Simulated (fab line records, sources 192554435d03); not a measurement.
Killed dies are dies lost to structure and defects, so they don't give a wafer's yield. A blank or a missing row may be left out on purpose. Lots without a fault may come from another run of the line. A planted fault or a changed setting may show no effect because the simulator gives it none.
Split-lot experiment | flow n5_finfet | 7 lots, 21 wafers read, on a route of 1938 steps

THE SPLIT
At N5_BEOL_M14_SPUTTER_43 (material TaN, target thk 15 nm, time 24.19 s), the setting time_s was moved away from the recipe's 24.19 s on 7 of the 21 wafers read, by -8.5% to +8.0%. The other wafers ran this setting at the recipe's value.

The reading is taken at the split's own step.

THE READING
TaN_of_BEOL_M14_SPUTTER_43.thk_nm (the simulator's own value, which no gauge read), in nm, at N5_BEOL_M14_SPUTTER_43 (material TaN, target thk 15 nm, time 24.19 s). The file gives no usual value for it. The 14 wafers here that ran the recipe average 15.0 nm, standard deviation 0.15 nm.

wafer  | tool, chamber at the split | time_s as run, s | against the recipe | TaN_of_BEOL_M14_SPUTTER_43.thk_nm, nm | against lot-mates on the recipe
L077.1 | pvd_sputter-03, -          | 26.02            | +7.6%              | 16.2                                  | +1.0
L077.4 | pvd_sputter-03, -          | 26.02            | +7.6%              | 16.2                                  | +1.0
L077.3 | pvd_sputter-03, -          | 24.19            | recipe             | 15.2                                  | -
L080.1 | pvd_sputter-03, -          | 24.19            | recipe             | 15                                    | -
L080.3 | pvd_sputter-03, -          | 24.19            | recipe             | 15.2                                  | -
L080.4 | pvd_sputter-03, -          | 22.14            | -8.5%              | 13.8                                  | -1.3
L082.1 | pvd_sputter-01, -          | 26.13            | +8.0%              | 16                                    | +1.0
L082.4 | pvd_sputter-01, -          | 26.13            | +8.0%              | 16.2                                  | +1.2
L082.6 | pvd_sputter-01, -          | 24.19            | recipe             | 15                                    | -
L086.2 | pvd_sputter-02, -          | 24.19            | recipe             | 15                                    | -
L086.4 | pvd_sputter-02, -          | 24.19            | recipe             | 15                                    | -
L086.6 | pvd_sputter-02, -          | 24.19            | recipe             | 15                                    | -
L091.1 | pvd_sputter-03, -          | 24.19            | recipe             | 15                                    | -
L091.2 | pvd_sputter-03, -          | 24.19            | recipe             | 15.2                                  | -
L091.3 | pvd_sputter-03, -          | 24.19            | recipe             | 14.6                                  | -
L095.2 | pvd_sputter-02, -          | 22.58            | -6.7%              | 14                                    | -1.0
L095.6 | pvd_sputter-02, -          | 22.58            | -6.7%              | 14                                    | -1.0
L095.3 | pvd_sputter-02, -          | 24.19            | recipe             | 15                                    | -
L094.3 | pvd_sputter-01, -          | 24.19            | recipe             | 15                                    | -
L094.6 | pvd_sputter-01, -          | 24.19            | recipe             | 15                                    | -
L094.5 | pvd_sputter-01, -          | 24.19            | recipe             | 14.8                                  | -

THE FIT
A straight line over all 21 wafers: TaN_of_BEOL_M14_SPUTTER_43.thk_nm changes by +0.147 nm for each +1% of time_s; r = +0.98; the points scatter about the line by 0.14 nm.
The same after taking each lot's own level away (the mean of its wafers on the recipe; 21 wafers): +0.142 nm for each +1%; r = +0.98; scatter 0.12 nm.
On that fit, the largest move of time_s shifts the reading by 1.2 nm.
The lots' own levels span 14.93 to 15.20 nm, that is 1.8 times the standard deviation above.
So the lot-to-lot level changes the slope little: the two slopes agree.
Check: with one of the wafers moved furthest among these (-8.5%) left out of the fit, the line predicts -1.2 nm for it against its lot-mates. It came out at -1.3 nm against them.

OTHER SPLITS ON THESE WAFERS
These wafers also went through other splits before the reading. Each is held against what the fit with the lots' levels taken away leaves over:
other split on the same wafers | wafers away from the commonest value | r with TaN_of_BEOL_M14_SPUTTER_43.thk_nm (lot level and that fit taken away)
N5_BEOL_M13_EXPOSE_25 dose_mj  | 6                                    | +0.14
N5_BEOL_M14_ETCH_68 time_s     | 8                                    | -0.04

THE FILE'S OWN FIT
TaN_of_BEOL_M14_SPUTTER_43.thk_nm changes by +0.143 nm for each +1% of time_s, r = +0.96.
